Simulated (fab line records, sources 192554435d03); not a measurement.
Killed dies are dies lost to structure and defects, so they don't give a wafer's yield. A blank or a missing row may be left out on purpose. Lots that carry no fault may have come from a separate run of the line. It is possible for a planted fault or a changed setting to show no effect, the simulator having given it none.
fab line records	flow n5-finfet
record: lots: 7	wafers: 39
route steps=1938 shown BEOL_M2@890 BEOL_M4@1021 BEOL_M6@1198 BEOL_M8@1350
start-h: the number of hours between the record's first day and the start of the first shown wafer of the lot	wait-h: hours from the lot's prior step to this one	" the same as in the row above	L1.1+2: a single row standing in for several wafers	- no value present, or no start provided	* or withheld: withheld	< > ~ a bound
route shown NAME@n: names a module that has steps shown in the file, with the first one's number in the route	usual: mean/standard deviation of fault-free wafers	same: alike in all rows	chamber/n: place in a boat	sites: per-site readings	_std_site: standard deviation of those values	_edge_site: the outer-site mean with the inner-site mean subtracted	radius-mm: how far each site lies from the wafer's centre	mask NAME#n: copy n	behind: the most recent tool/chamber to have shaped the wafer	hold: what put the lot on hold/how long, in hours/how the hold closed	device: names the non-switching transistor (n, p or np)	end of line: tests run on the same wafers once the route is complete	step lacking rows: just its recipe	killed: dies that structure and defects cost at the first sort, which is not the same as the wafer's yield	map: a wafer's dies, x killed, . not, _ none there
set.NAME: the run value of the setting; set.NAME@STEP: its run value at that earlier step	model.NAME: the simulator's own value behind a step, which no gauge read
lots with deliberately changed settings; one table per step, one row per wafer
== steps ==
step: N5_BEOL_M2_TRENCH_ETCH_37
recipe: chemistry: C4F6/O2	target-depth-a: 555.55	target: SiOC	time-s: 29.2	ion-energy-ev: 250	pressure-mtorr: 30	source-w: 355	bias-w: 185	Ar_flow_sccm: 300	C4F6_flow_sccm: 10	O2_flow_sccm: 10
lot.wafer	tool	chamber	start-h	wait-h	set.target-depth-a	model.etch.depth-nm	model.BEOL_M2.feature-depth-nm	model.TiN_of_BEOL_M2_HM_DEP_02.thk-nm
L074.1	rie-diel-04	3	-	-	303.1	30.33	30.4	19
L074.2	"	1	"	"	555.55	52.34	52.4	17.4
L074.3	"	2	"	"	303.1	30.48	30.4	18.6
L074.4	"	0	"	"	555.55	54.58	54.6	17.4
L074.5	"	1	"	"	303.1	28.74	28.8	18.4
L074.6	"	0	"	"	555.55	54.32	54.4	17.6
L078.1	rie-diel-04	0	-	-	555.55	53.93	54	17.8
L078.2	"	2	"	"	555.55	55.57	55.6	17.2
L078.3	"	3	"	"	555.55	56.07	56	17.2
L078.4	"	2	"	"	555.55	55.5	55.6	17.6
L078.5	"	0	"	"	555.55	54.14	54.2	17.6
L078.6	"	3	"	"	555.55	55.1	55	18
L081.1	rie-diel-04	3	-	-	555.55	55.45	55.4	18
L081.2	"	0	"	"	731.8	71.32	71.4	17.6
L081.3	"	2	"	"	731.8	73.56	73.6	17.6
L081.4	"	3	"	"	555.55	55.7	55.8	18.2
L081.5	"	2	"	"	555.55	55.52	55.6	18.4
L081.6	"	0	"	"	731.8	70.99	71	17.8
L080.1	rie-diel-04	3	-	-	233.1	23.37	23.4	19.2
L080.2	"	2	"	"	233.1	23.34	23.4	18.6
L080.3	"	0	"	"	555.55	54.78	54.8	17.4
L080.4	"	2	"	"	233.1	23.32	23.4	18.8
L080.5	"	0	"	"	555.55	54.49	54.4	17.8
L080.6	"	3	"	"	555.55	55.78	55.8	17.6
L082.3	rie-diel-04	0	-	-	555.55	54.19	54.2	18
L082.4	"	3	"	"	555.55	55.55	55.6	17.8
L082.5	"	2	"	"	555.55	55.13	55.2	18.2
L083.1	rie-diel-06	0	-	-	288.2	28.32	28.4	19
L083.2	"	1	"	"	555.55	53.61	53.6	18
L083.3	"	3	"	"	555.55	54.93	55	17.8
L083.4	"	3	"	"	288.2	28.59	28.6	19.6
L083.5	"	0	"	"	288.2	28.11	28.2	19
L083.6	"	1	"	"	555.55	53.57	53.6	17.8
L097.1	rie-diel-04	0	-	-	555.55	53.89	53.8	18.2
L097.2	"	3	"	"	704.4	72.2	72.2	16.6
L097.3	"	2	"	"	704.4	70.56	70.6	16.8
L097.4	"	1	"	"	555.55	55.74	55.8	18
L097.5	"	3	"	"	704.4	72.61	72.6	17.4
L097.6	"	2	"	"	555.55	55.81	55.8	18.2
step: N5_BEOL_M2_ETCH_41
recipe: chemistry: CH3F/O2	target: SiCN	target-depth-a: 299	taper-deg: 2	time-s: 52.5	ion-energy-ev: 120	mask-material: TiN	pressure-mtorr: 30	source-w: 395	bias-w: 75	Ar_flow_sccm: 150	CH3F_flow_sccm: 30	O2_flow_sccm: 20
step: N5_BEOL_M2_STRIP_97
recipe: chemistry: N2/H2	time-s: 10	power-w: 450	temp-c: 40	pressure-mtorr: 20	rf-frequency-hz: 6e+07	bias-power-w: 7	n2-flow-sccm: 200	h2-flow-sccm: 200
step: N5_BEOL_M2_OCD_MEAS_38
usual: trench-depth-nm: 55.1/1.2
lot.wafer	tool	chamber	start-h	wait-h	set.target-depth-a@BEOL_M2_TRENCH_ETCH_37	trench-depth-nm
L074.1	ocd-01	-	143.78	-	303.1	30.3
L074.2	"	-	"	"	555.55	52.8
L074.3	"	-	"	"	303.1	30.6
L074.4	"	-	"	"	555.55	55.1
L074.5	"	-	"	"	303.1	28.8
L074.6	"	-	"	"	555.55	54.7
L078.1	ocd-02	-	171.56	-	555.55	53.9
L078.2	"	-	"	"	555.55	55.2
L078.3	"	-	"	"	555.55	55.5
L078.4	"	-	"	"	555.55	55.6
L078.5	"	-	"	"	555.55	54.1
L078.6	"	-	"	"	555.55	55.3
L081.1	ocd-01	-	177.93	-	555.55	55.0
L081.2	"	-	"	"	731.8	71.2
L081.3	"	-	"	"	731.8	73.9
L081.4	"	-	"	"	555.55	55.2
L081.5	"	-	"	"	555.55	55.2
L081.6	"	-	"	"	731.8	71.3
L080.1	ocd-02	-	179.01	-	233.1	22.9
L080.2	"	-	"	"	233.1	23.4
L080.3	"	-	"	"	555.55	55.1
L080.4	"	-	"	"	233.1	23.8
L080.5	"	-	"	"	555.55	54.2
L080.6	"	-	"	"	555.55	55.6
L082.3	ocd-01	-	181.43	-	555.55	54.4
L082.4	"	-	"	"	555.55	55.5
L082.5	"	-	"	"	555.55	55.3
L083.1	ocd-01	-	192.89	-	288.2	29.2
L083.2	"	-	"	"	555.55	53.1
L083.3	"	-	"	"	555.55	54.9
L083.4	"	-	"	"	288.2	28.2
L083.5	"	-	"	"	288.2	28.0
L083.6	"	-	"	"	555.55	53.3
L097.1	ocd-01	-	281.37	-	555.55	54.1
L097.2	"	-	"	"	704.4	71.8
L097.3	"	-	"	"	704.4	70.5
L097.4	"	-	"	"	555.55	55.5
L097.5	"	-	"	"	704.4	72.7
L097.6	"	-	"	"	555.55	55.2
step: N5_BEOL_M2_HM_STRIP_39
recipe: chemistry: peroxide-tin-strip	material: TiN	target-depth-a: 250	temp-c: 50	time-s: 158
step: N5_BEOL_M2_SRD_40
recipe: time-s: 30	temp-c: 23	rinse-liquid: diw	dry: ipa-marangoni
step: N5_BEOL_M2_ECD_50
recipe: material: Cu	target-thk-a: 3000
step: N5_BEOL_M2_ANNEAL_51
recipe: temp-c: 225	time-s: 90	ambient: N2
step: N5_BEOL_M2_CMP_52
recipe: stop-on: SiOC	t-overpolish-s: 6.8	down-force-psi: 1	platen-rpm: 50	clearing-platen-down-force-psi: 1.5	clearing-platen-rpm: 50	post-cmp-clean: cu-alkaline	target-thk-nm: 40	clearing-platen-pad-velocity-m-s: 0.99484	pad-velocity-m-s: 0.99484
lot.wafer	tool	chamber	start-h	wait-h	set.target-depth-a@BEOL_M2_TRENCH_ETCH_37	model.Cu_of_BEOL_M2_ECD_50.thk-nm
L074.3	cmp-01	0	147.77	0.2	303.1	14
L074.1	"	1	"	"	303.1	14.4
L074.4	"	2	"	"	555.55	39.6
L074.2	"	3	"	"	555.55	37.6
L074.5	"	0	"	"	303.1	12.6
L074.6	"	1	"	"	555.55	39
L078.1	cmp-02	3	174.81	0.3	555.55	39
L078.4	"	0	"	"	555.55	42
L078.2	"	1	"	"	555.55	40
L078.3	"	2	"	"	555.55	40.8
L078.5	"	3	"	"	555.55	37.6
L078.6	"	0	"	"	555.55	41
L081.2	cmp-01	2	181.27	0.2	731.8	56.6
L081.4	"	3	"	"	555.55	40.4
L081.1	"	0	"	"	555.55	38
L081.3	"	1	"	"	731.8	57
L081.5	"	2	"	"	555.55	40.2
L081.6	"	3	"	"	731.8	52.4
L080.2	cmp-02	0	183.56	0.2	233.1	8.4
L080.3	"	1	"	"	555.55	36.8
L080.1	"	2	"	"	233.1	5.6
L080.4	"	3	"	"	233.1	4.6
L080.6	"	0	"	"	555.55	41.6
L080.5	"	1	"	"	555.55	38.2
L082.4	cmp-02	1	185.04	0.1	555.55	38.4
L082.3+5	"	2,1	"	"	555.55	37.6
L083.3+6	cmp-03	1	196.47	0.2	555.55	38.6
L083.2	"	2	"	"	555.55	40.4
L083.1	"	3	"	"	288.2	14.8
L083.4	"	0	"	"	288.2	13.2
L083.5	"	2	"	"	288.2	13.8
L097.3	cmp-03	3	285.01	0.2	704.4	56
L097.2	"	0	"	"	704.4	55.6
L097.4	"	1	"	"	555.55	39.6
L097.1	"	2	"	"	555.55	38.4
L097.6	"	3	"	"	555.55	41.6
L097.5	"	0	"	"	704.4	56.4
step: N5_BEOL_M2_THK_MEAS_53
recipe: thk-meas-gauge: xrf	reads: Cu_of_BEOL_M2_ECD_50
usual: M2_THK: 39.6/1.7
lot.wafer	tool	chamber	start-h	wait-h	set.target-depth-a@BEOL_M2_TRENCH_ETCH_37	M2_THK[nm]
L074.1	film-metro-01	-	148.06	-	303.1	14.6
L074.2	"	-	"	"	555.55	38.0
L074.3	"	-	"	"	303.1	14.3
L074.4	"	-	"	"	555.55	40.1
L074.5	"	-	"	"	303.1	12.7
L074.6	"	-	"	"	555.55	39.6
L078.1	film-metro-01	-	175.10	-	555.55	39.6
L078.2	"	-	"	"	555.55	40.6
L078.3	"	-	"	"	555.55	41.5
L078.4	"	-	"	"	555.55	42.6
L078.5	"	-	"	"	555.55	38.2
L078.6	"	-	"	"	555.55	41.7
L081.1	film-metro-02	-	181.57	-	555.55	38.4
L081.2	"	-	"	"	731.8	57.2
L081.3	"	-	"	"	731.8	58.1
L081.4	"	-	"	"	555.55	40.7
L081.5	"	-	"	"	555.55	40.5
L081.6	"	-	"	"	731.8	53.0
L080.1	film-metro-02	-	183.86	-	233.1	5.6
L080.2	"	-	"	"	233.1	8.5
L080.3	"	-	"	"	555.55	37.1
L080.4	"	-	"	"	233.1	4.6
L080.5	"	-	"	"	555.55	38.4
L080.6	"	-	"	"	555.55	42.0
L082.3	film-metro-02	-	185.33	-	555.55	38.1
L082.4	"	-	"	"	555.55	38.7
L082.5	"	-	"	"	555.55	38.2
L083.1	film-metro-02	-	196.76	-	288.2	14.8
L083.2	"	-	"	"	555.55	40.4
L083.3	"	-	"	"	555.55	38.8
L083.4	"	-	"	"	288.2	13.3
L083.5	"	-	"	"	288.2	13.9
L083.6	"	-	"	"	555.55	38.6
L097.1	film-metro-01	-	285.30	-	555.55	38.9
L097.2	"	-	"	"	704.4	56.0
L097.3	"	-	"	"	704.4	56.7
L097.4	"	-	"	"	555.55	40.0
L097.5	"	-	"	"	704.4	56.5
L097.6	"	-	"	"	555.55	42.1
step: N5_BEOL_M4_ILD_DEP_00
recipe: material: SiOC	target-thk-a: 790	temp-c: 350	precursor: DEMS/O2	pressure-torr: 5	rf-w: 500	time-s: 15.3
lot.wafer	tool	chamber	start-h	wait-h	set.time-s	model.SiOC_of_BEOL_M4_ILD_DEP_00.thk-nm
L074.1	pecvd-02	1	159.71	0.0	10.55	53.2
L074.2	"	2	"	"	15.3	78.8
L074.3	"	0	"	"	10.55	53.8
L074.4	"	2	"	"	15.3	80.6
L074.5	"	0	"	"	15.3	80.4
L074.6	"	1	"	"	10.55	54
L078.1+6	pecvd-01	1,0	195.07	0.1	24.14	124.8
L078.2	"	0	"	"	15.3	79
L078.3	"	2	"	"	24.14	123.8
L078.4	"	2	"	"	15.3	79.8
L078.5	"	1	"	"	15.3	81.4
L081.1+2	pecvd-01	1,2	197.32	0.0	15.3	79.2
L081.3	"	0	"	"	11.79	60.2
L081.4	"	1	"	"	15.3	81
L081.5	"	2	"	"	11.79	62.8
L081.6	"	0	"	"	11.79	61
L080.1	pecvd-04	0	200.27	0.0	20.36	103.6
L080.2+3	"	1,2	"	"	20.36	105.2
L080.4+6	"	1,0	"	"	15.3	80
L080.5	"	2	"	"	15.3	81.8
L082.3	pecvd-01	0	200.55	0.0	15.3	77.4
L082.4	"	2	"	"	15.3	80.2
L082.5	"	1	"	"	15.3	79.6
L083.1	pecvd-01	1	207.21	0.0	21.91	112.2
L083.2	"	0	"	"	21.91	111
L083.3	"	2	"	"	15.3	79
L083.4	"	0	"	"	15.3	78.8
L083.5	"	2	"	"	15.3	80
L083.6	"	1	"	"	21.91	113.8
L097.1	pecvd-01	2	301.55	0.0	15.3	78.8
L097.2	"	0	"	"	15.3	77.8
L097.3	"	1	"	"	15.3	78.2
L097.4	"	0	"	"	15.3	79.2
L097.5+6	"	2,1	"	"	15.3	79.6
step: N5_BEOL_M4_THK_MEAS_01
recipe: reads: SiOC_of_BEOL_M4_ILD_DEP_00
usual: M4_ILD_THK: 79.3/1
lot.wafer	tool	chamber	start-h	wait-h	set.time-s@BEOL_M4_ILD_DEP_00	M4_ILD_THK[nm]
L074.1	film-metro-02	-	159.78	0.0	10.55	53.3
L074.2	"	-	"	"	15.3	78.7
L074.3	"	-	"	"	10.55	53.9
L074.4	"	-	"	"	15.3	80.5
L074.5	"	-	"	"	15.3	80.3
L074.6	"	-	"	"	10.55	53.9
L078.1	film-metro-02	-	195.13	0.0	24.14	124.8
L078.2	"	-	"	"	15.3	79.0
L078.3	"	-	"	"	24.14	123.9
L078.4	"	-	"	"	15.3	79.8
L078.5	"	-	"	"	15.3	81.4
L078.6	"	-	"	"	24.14	124.8
L081.1	film-metro-01	-	197.39	0.0	15.3	79.2
L081.2	"	-	"	"	15.3	79.1
L081.3	"	-	"	"	11.79	60.2
L081.4	"	-	"	"	15.3	81.0
L081.5	"	-	"	"	11.79	62.8
L081.6	"	-	"	"	11.79	61.0
L080.1	film-metro-01	-	200.35	0.1	20.36	103.5
L080.2	"	-	"	"	20.36	105.1
L080.3	"	-	"	"	20.36	105.2
L080.4	"	-	"	"	15.3	80.1
L080.5	"	-	"	"	15.3	81.7
L080.6	"	-	"	"	15.3	80.0
L082.3	film-metro-02	-	200.62	0.1	15.3	77.5
L082.4	"	-	"	"	15.3	80.2
L082.5	"	-	"	"	15.3	79.5
L083.1	film-metro-02	-	207.28	0.0	21.91	112.1
L083.2	"	-	"	"	21.91	111.1
L083.3	"	-	"	"	15.3	78.9
L083.4	"	-	"	"	15.3	78.8
L083.5	"	-	"	"	15.3	79.9
L083.6	"	-	"	"	21.91	113.8
L097.1	film-metro-01	-	301.62	0.0	15.3	78.9
L097.2	"	-	"	"	15.3	77.8
L097.3	"	-	"	"	15.3	78.2
L097.4	"	-	"	"	15.3	79.3
L097.5	"	-	"	"	15.3	79.5
L097.6	"	-	"	"	15.3	79.6
step: N5_BEOL_M6_HM_DEP_02
recipe: material: TiN	target-thk-a: 200	temp-c: 25	chamber-pressure-pa: 0.49996
lot.wafer	tool	chamber	start-h	wait-h	set.target-thk-a	model.TiN_of_BEOL_M6_HM_DEP_02.thk-nm
L074.1	pvd-sputter-02	-	189.95	0.8	200	20.2
L074.2	"	-	"	"	118.1	12
L074.3+6	"	-	"	"	118.1	11.8
L074.4	"	-	"	"	200	20
L074.5	"	-	"	"	200	19.8
L078.1+3	pvd-sputter-02	-	220.26	1.8	200	19.8
L078.2+5	"	-	"	"	200	20.2
L078.4+6	"	-	"	"	200	20
L081.1	pvd-sputter-01	-	224.70	1.1	200	20.2
L081.2+4+5	"	-	"	"	200	19.8
L081.3+6	"	-	"	"	200	20
L080.1+6	pvd-sputter-01	-	234.54	3.4	200	19.8
L080.2	"	-	"	"	200	20.2
L080.3+4+5	"	-	"	"	200	20
L082.3+4+5	pvd-sputter-01	-	238.34	2.2	200	19.8
L083.1+2+5	pvd-sputter-02	-	239.67	0.7	200	20.2
L083.3	"	-	"	"	234.1	23.6
L083.4+6	"	-	"	"	234.1	23.8
L097.1+3	pvd-sputter-02	-	329.49	1.6	200	19.8
L097.2	"	-	"	"	265.4	26.4
L097.4+6	"	-	"	"	265.4	27.2
L097.5	"	-	"	"	200	20
step: N5_BEOL_M6_COAT_59
recipe: resist: SOC	temp-c: 250	time-s: 60	spin-rpm: 1500	resist-thk-nm: 100
step: N5_BEOL_M6_COAT_60
recipe: resist: SiARC	temp-c: 220	time-s: 60	spin-rpm: 1500	resist-thk-nm: 35
step: N5_BEOL_M6_STRIP_68
recipe: chemistry: N2/H2	temp-c: 40	n2-flow-sccm: 200	h2-flow-sccm: 200	rf-frequency-hz: 6e+07
step: N5_BEOL_M6_STRIP_67
recipe: chemistry: CF4	resist: SiARC	power-w: 300	bias-power-w: 75	pressure-mtorr: 50	cf4-flow-sccm: 150	rf-frequency-hz: 6e+07
step: N5_BEOL_M6_HM_OPEN_17
recipe: chemistry: Cl2/BCl3	target-depth-a: 200	overetch-a: 60	target: TiN	mask-material: SOC	ion-energy-ev: 150	pressure-mtorr: 10	icp-w: 1000	bias-w: 126	Cl2_flow_sccm: 53.25	bcl3-flow-sccm: 21.75	Ar_flow_sccm: 25
lot.wafer	tool	chamber	start-h	wait-h	set.target-thk-a@BEOL_M6_HM_DEP_02	model.etch.depth-nm
L074.1	rie-metal-01	1	190.81	0.0	200	20.25
L074.2	"	1	"	"	118.1	11.97
L074.3	"	1	"	"	118.1	11.82
L074.4	"	1	"	"	200	20.04
L074.5	"	1	"	"	200	19.81
L074.6	"	1	"	"	118.1	11.74
L078.1	rie-metal-01	1	221.19	0.0	200	19.87
L078.2	"	0	"	"	200	20.14
L078.3	"	1	"	"	200	19.89
L078.4	"	0	"	"	200	20.06
L078.5	"	0	"	"	200	20.11
L078.6	"	1	"	"	200	19.91
L081.1	rie-metal-02	0	225.87	0.0	200	20.16
L081.2	"	1	"	"	200	19.88
L081.3	"	0	"	"	200	20.04
L081.4	"	1	"	"	200	19.73
L081.5	"	1	"	"	200	19.77
L081.6	"	0	"	"	200	19.99
L080.1	rie-metal-03	0	235.40	0.0	200	19.86
L080.2	"	0	"	"	200	20.2
L080.3	"	0	"	"	200	19.98
L080.4	"	0	"	"	200	19.95
L080.5	"	0	"	"	200	19.97
L080.6	"	0	"	"	200	19.87
L082.3	rie-metal-03	0	239.40	0.1	200	19.88
L082.4	"	0	"	"	200	19.81
L082.5	"	0	"	"	200	19.79
L083.1	rie-metal-01	0	240.54	0.0	200	20.26
L083.2	"	1	"	"	200	20.28
L083.3	"	0	"	"	234.1	23.56
L083.4	"	1	"	"	234.1	23.77
L083.5	"	0	"	"	200	20.2
L083.6	"	1	"	"	234.1	23.87
L097.1	rie-metal-03	1	330.24	0.0	200	19.88
L097.2	"	0	"	"	265.4	26.29
L097.3	"	0	"	"	200	19.81
L097.4	"	1	"	"	265.4	26.49
L097.5	"	0	"	"	200	19.99
L097.6	"	1	"	"	265.4	26.34
step: N5_BEOL_M6_STRIP_19
recipe: chemistry: O2	power-w: 400	temp-c: 40	pressure-mtorr: 30	rf-frequency-hz: 6e+07	bias-power-w: 0	overash-fraction: 0.2	o2-flow-sccm: 225
step: N5_BEOL_M6_STRIP_76
recipe: chemistry: C4F6/O2	resist: SiARC	rf-frequency-hz: 6e+07
step: N5_BEOL_M6_STRIP_36
recipe: chemistry: N2/H2	power-w: 450	temp-c: 40	pressure-mtorr: 20	rf-frequency-hz: 6e+07	overash-fraction: 0.3	bias-power-w: 7	h2-frac: 0.5	n2-flow-sccm: 200	h2-flow-sccm: 200
step: N5_BEOL_M6_TRENCH_ETCH_37
recipe: chemistry: C4F6/O2	target-depth-a: 944.35	target: SiCOH_lowk	time-s: 31.5	ion-energy-ev: 250	pressure-mtorr: 30	source-w: 345	bias-w: 185	Ar_flow_sccm: 300	C4F6_flow_sccm: 10	O2_flow_sccm: 10
lot.wafer	tool	chamber	start-h	wait-h	set.target-thk-a@BEOL_M6_HM_DEP_02	model.TiN_of_BEOL_M6_HM_DEP_02.thk-nm
L074.1	rie-diel-02	0	-	-	200	17.6
L074.2	"	3	"	"	118.1	9.4
L074.3+6	"	1	"	"	118.1	9.2
L074.4	"	2	"	"	200	17.4
L074.5	"	0	"	"	200	17.2
L078.1	rie-diel-06	3	-	-	200	17.2
L078.2+4	"	0,1	"	"	200	17.6
L078.3+5+6	"	2,3,2	"	"	200	17.4
L081.1	rie-diel-06	0	-	-	200	17.6
L081.2+3+6	"	1,3,1	"	"	200	17.4
L081.4+5	"	2,0	"	"	200	17.2
L080.1+3+4+5+6	rie-diel-04	1,2,3,2,3	-	-	200	17.2
L080.2	"	0	"	"	200	17.6
L082.3+4+5	rie-diel-06	0,3,2	-	-	200	17.2
L083.1	rie-diel-04	3	-	-	200	17.4
L083.2+5	"	1,0	"	"	200	17.6
L083.3+4	"	0,2	"	"	234.1	21
L083.6	"	1	"	"	234.1	21.2
L097.1	rie-diel-02	1	-	-	200	17.4
L097.2	"	2	"	"	265.4	23.6
L097.3+5	"	0,3	"	"	200	17.2
L097.4	"	3	"	"	265.4	24.4
L097.6	"	0	"	"	265.4	24.6
step: N5_BEOL_M8_ETCH_62
recipe: chemistry: N2/H2	target: SOC	target-depth-a: 1100	overetch-a: 220	mask-material: SiARC	temp-c: 40	time-s: 165	ion-energy-ev: 200	pressure-mtorr: 30	source-w: 840	bias-w: 150	n2-flow-sccm: 200	h2-flow-sccm: 200
lot.wafer	tool	chamber	start-h	wait-h	set.time-s	model.etch.depth-nm	model.SiARC_of_BEOL_M8_COAT_60.thk-nm
L074.1	rie-diel-04	0	207.13	0.0	97	74.96	31.2
L074.2	"	1	"	"	97	78.01	31
L074.3	"	2	"	"	165	99.71	28.4
L074.4	"	3	"	"	97	83.12	30.8
L074.5	"	2	"	"	165	99.81	28.2
L074.6	"	1	"	"	165	99.77	28.4
L078.1	rie-diel-06	0	239.32	0.0	165	100.2	28.4
L078.2	"	2	"	"	122.2	96.87	30.2
L078.3	"	3	"	"	122.2	96.03	30
L078.4	"	1	"	"	165	100.3	28.8
L078.5	"	3	"	"	165	100.2	28.2
L078.6	"	0	"	"	122.2	94.93	30.2
L081.1	rie-diel-06	3	245.06	0.0	165	100.5	28.2
L081.2	"	0	"	"	83.96	66.12	31.6
L081.3	"	2	"	"	165	100.7	28.6
L081.4	"	1	"	"	165	100.3	28.8
L081.5	"	1	"	"	83.96	63.9	32
L081.6	"	0	"	"	83.96	65.45	31.8
L080.1	rie-diel-04	2	255.16	0.0	238.3	100.4	25.4
L080.2	"	1	"	"	238.3	100.7	25.6
L080.3	"	3	"	"	165	100.7	28.2
L080.4	"	0	"	"	165	100.4	28.8
L080.5	"	2	"	"	238.3	100.8	25.6
L080.6	"	1	"	"	165	100.6	28.6
L082.3	rie-diel-06	3	255.38	0.0	165	100.1	28.6
L082.4	"	1	"	"	165	100.4	28.8
L082.5	"	0	"	"	165	100.3	28.6
L083.1	rie-diel-02	2	259.12	0.0	165	99.73	28.4
L083.2	"	3	"	"	165	99.75	28.2
L083.3	"	0	"	"	165	100.1	28.6
L083.4	"	1	"	"	95.71	74.93	31.4
L083.5	"	3	"	"	95.71	74.71	31.2
L083.6	"	2	"	"	95.71	76.64	31.2
L097.1	rie-diel-02	0	351.35	0.0	229.9	100.1	26.2
L097.2	"	2	"	"	165	100.2	28.4
L097.3	"	1	"	"	229.9	100.4	26.4
L097.4	"	3	"	"	165	100.1	28.2
L097.5	"	1	"	"	165	100.3	28.6
L097.6	"	0	"	"	229.9	100.3	26.2
== key ==
split: step: N5_BEOL_M2_TRENCH_ETCH_37	setting: target-depth-a	stated: 555.55	by: wafer
response: step: N5_BEOL_M2_TRENCH_ETCH_37	reading: model.etch.depth-nm	change: +0.541	per: 1%	r: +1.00
response: step: N5_BEOL_M2_TRENCH_ETCH_37	reading: model.BEOL_M2.feature-depth-nm	change: +0.541	per: 1%	r: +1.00
response: step: N5_BEOL_M2_TRENCH_ETCH_37	reading: model.TiN_of_BEOL_M2_HM_DEP_02.thk-nm	change: -0.0255	per: 1%	r: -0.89
response: step: N5_BEOL_M2_OCD_MEAS_38	reading: trench-depth-nm	change: +0.543	per: 1%	r: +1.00
response: step: N5_BEOL_M2_CMP_52	reading: model.Cu_of_BEOL_M2_ECD_50.thk-nm	change: +0.547	per: 1%	r: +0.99
response: step: N5_BEOL_M2_THK_MEAS_53	reading: M2_THK	change: +0.552	per: 1%	r: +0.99
split: step: N5_BEOL_M4_ILD_DEP_00	setting: time-s	stated: 15.3	by: wafer
response: step: N5_BEOL_M4_ILD_DEP_00	reading: model.SiOC_of_BEOL_M4_ILD_DEP_00.thk-nm	change: +0.774	per: 1%	r: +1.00
response: step: N5_BEOL_M4_THK_MEAS_01	reading: M4_ILD_THK	change: +0.774	per: 1%	r: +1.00
split: step: N5_BEOL_M6_HM_DEP_02	setting: target-thk-a	stated: 200	by: wafer
response: step: N5_BEOL_M6_HM_DEP_02	reading: model.TiN_of_BEOL_M6_HM_DEP_02.thk-nm	change: +0.206	per: 1%	r: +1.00
response: step: N5_BEOL_M6_HM_OPEN_17	reading: model.etch.depth-nm	change: +0.2	per: 1%	r: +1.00
response: step: N5_BEOL_M6_TRENCH_ETCH_37	reading: model.TiN_of_BEOL_M6_HM_DEP_02.thk-nm	change: +0.204	per: 1%	r: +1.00
split: step: N5_BEOL_M8_ETCH_62	setting: time-s	stated: 165	by: wafer
response: step: N5_BEOL_M8_ETCH_62	reading: model.etch.depth-nm	shape: bent	at-lowest: 65.16	at-stated: 100.2	at-highest: 100.6
response: step: N5_BEOL_M8_ETCH_62	reading: model.SiARC_of_BEOL_M8_COAT_60.thk-nm	change: -0.0647	per: 1%	r: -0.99
